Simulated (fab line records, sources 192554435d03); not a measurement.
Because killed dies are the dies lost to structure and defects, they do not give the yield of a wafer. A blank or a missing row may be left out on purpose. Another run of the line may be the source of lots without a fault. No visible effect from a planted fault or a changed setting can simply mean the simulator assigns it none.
Struck lot and sound lot, side by side ; flow n5-finfet ; 20 out of 1938 route steps
Sound: wafers L197.1, L197.2, L197.3. Wafers struck: L194.1, L194.3, L194.6. At the end, the cause is stated.
Each step with rows lists, per side, the tool, then ch with its chambers, then its first start. Under that, the readings that differ: sound wafers ; struck wafers ; difference of the means ; sigmas: that difference in standard deviations of wafers without a fault.
alike: readings whose means differ by less than 2 such deviations, and words and numbers that are the same on both sides. not compared: withheld readings, readings that some wafer has no value for, bounds like >300 that may hide the same value, and numbers for which the record gives no deviation and whose values overlap.
A row with sigmas, a row that says differs or no value, or rows on one side alone: a step with any of these is where the two part. Numbers that have no deviation but don't overlap get no sigmas and don't part them. A reading that every wafer of one side lacks parts them only if that side has two wafers or more.

first, 2 steps without rows for these wafers: N5_BEOL_M2_STRIP_65 (strips in N2/H2); N5_BEOL_M2_STRIP_75 (strips in N2/H2).
N5_BEOL_M2_STRIP_66: strips in CF4.
  sound on rie-diel-06 ch 0,1,2, day 11 16:18; struck on rie-diel-05 ch 0,1,3, day 11 02:01
  alike: chamber-pressure-mTorr, drypump-motor-current-A, oes-product-au, rf-vpp-V, showerhead-plenum-p-Torr, throttle-valve-pct
  not compared: rf-hours-counter-h
N5_BEOL_M2_HM_OPEN_17: chemistry Cl2/BCl3, target TiN, target depth 20 nm, overetch 6 nm.
  sound on rie-metal-03 ch 0,1, day 11 16:21; struck on rie-metal-01 ch 0,1, day 11 02:03
  alike: chamber-pressure-mTorr, drypump-motor-current-A, he-backside-leak-sccm, oes-product-au, throttle-valve-pct
  not compared: rf-hours-counter-h
N5_BEOL_M2_STRIP_19: strips in O2.
  sound on rie-diel-01 ch 0,2,3, day 11 16:28; struck on rie-diel-06 ch 0,3, day 11 02:10
reading;sound;struck;difference;sigmas
showerhead-plenum-p-Torr (Torr);2.10 2.13 2.22;2.01 2.00 2.00;-0.15;-2
  alike: chamber-pressure-mTorr, drypump-motor-current-A, oes-product-au, rf-vpp-V, throttle-valve-pct
  not compared: rf-hours-counter-h
N5_BEOL_M2_CD_MEAS_18: pitch 36 nm, target cd 18 nm.
  struck on cd-sem-02, day 11 02:14; sound on cd-sem-02, day 11 16:32
  alike: cd-nm
then, 6 steps without rows for these wafers: N5_BEOL_M2_COAT_67 (time 60 s, resist thk 60 nm); N5_BEOL_M2_COAT_68 (time 60 s, resist thk 12 nm); N5_BEOL_M2_COAT_76 (time 60 s, resist thk 5 nm); N5_BEOL_M2_COAT_22 (resist thk 30 nm); N5_BEOL_M2_EBR_24; N5_BEOL_M2_SOFTBAKE_23 (time 60 s).
N5_BEOL_M2_EXPOSE_25: exposes mask V1, defocus 5 nm.
  sound on euv-scanner-01 ch 0, day 11 16:42; struck on euv-scanner-02 ch 0, day 11 02:24
reading;sound;struck;difference;sigmas
model.BEOL_M2.overlay-x-nm (nm);-0.2 -0.2 -0.2;8.2 8.2 8.2;+8.4;
  alike: mask
then, 2 steps without rows for these wafers: N5_BEOL_M2_PEB_26 (peb time 60 s); N5_BEOL_M2_DEVELOP_27 (develop time 30 s).
N5_BEOL_M2_CD_MEAS_28: target cd 26.2 nm, target cd y 24.1 nm.
  sound on cd-sem-01 ch 0, day 11 16:51; struck on cd-sem-01 ch 0, day 11 02:34
  alike: cd-nm
N5_BEOL_M2_OVL_MEAS_29:
  sound on overlay-02 ch 0, day 11 16:53; struck on overlay-01 ch 0, day 11 02:35
reading;sound;struck;difference;sigmas
V1_OVL (nm);0.1 0.0 0.0;7.8 8.1 8.9;+8.2;+14
N5_BEOL_M2_INSPECT_30: inspects for defects (brightfield).
  struck on defect-inspect-01, day 11 02:39; sound on defect-inspect-01, day 11 16:56
  alike: raw-defect-count
N5_BEOL_M4_RC_MEAS_101:
  sound on prober-01 ch 0, day 13 09:05; struck on prober-02 ch 0, day 12 10:08
  alike: DIBL_N, DIBL_P, IOFF_N, IOFF_P, ION_N, ION_P, SS_N, SS_P, VT_N, VT_P
then, 1 step without rows for these wafers: N5_PASSIVATION_PROBE_49.

== WHERE THEY PART ==
Last at N5_BEOL_M2_OVL_MEAS_29 as far as this record goes, first at N5_BEOL_M2_STRIP_19. Later steps at which nothing parts them and some readings are alike: N5_BEOL_M2_INSPECT_30, N5_BEOL_M4_RC_MEAS_101.

WHY: whatever the simulator had introduced
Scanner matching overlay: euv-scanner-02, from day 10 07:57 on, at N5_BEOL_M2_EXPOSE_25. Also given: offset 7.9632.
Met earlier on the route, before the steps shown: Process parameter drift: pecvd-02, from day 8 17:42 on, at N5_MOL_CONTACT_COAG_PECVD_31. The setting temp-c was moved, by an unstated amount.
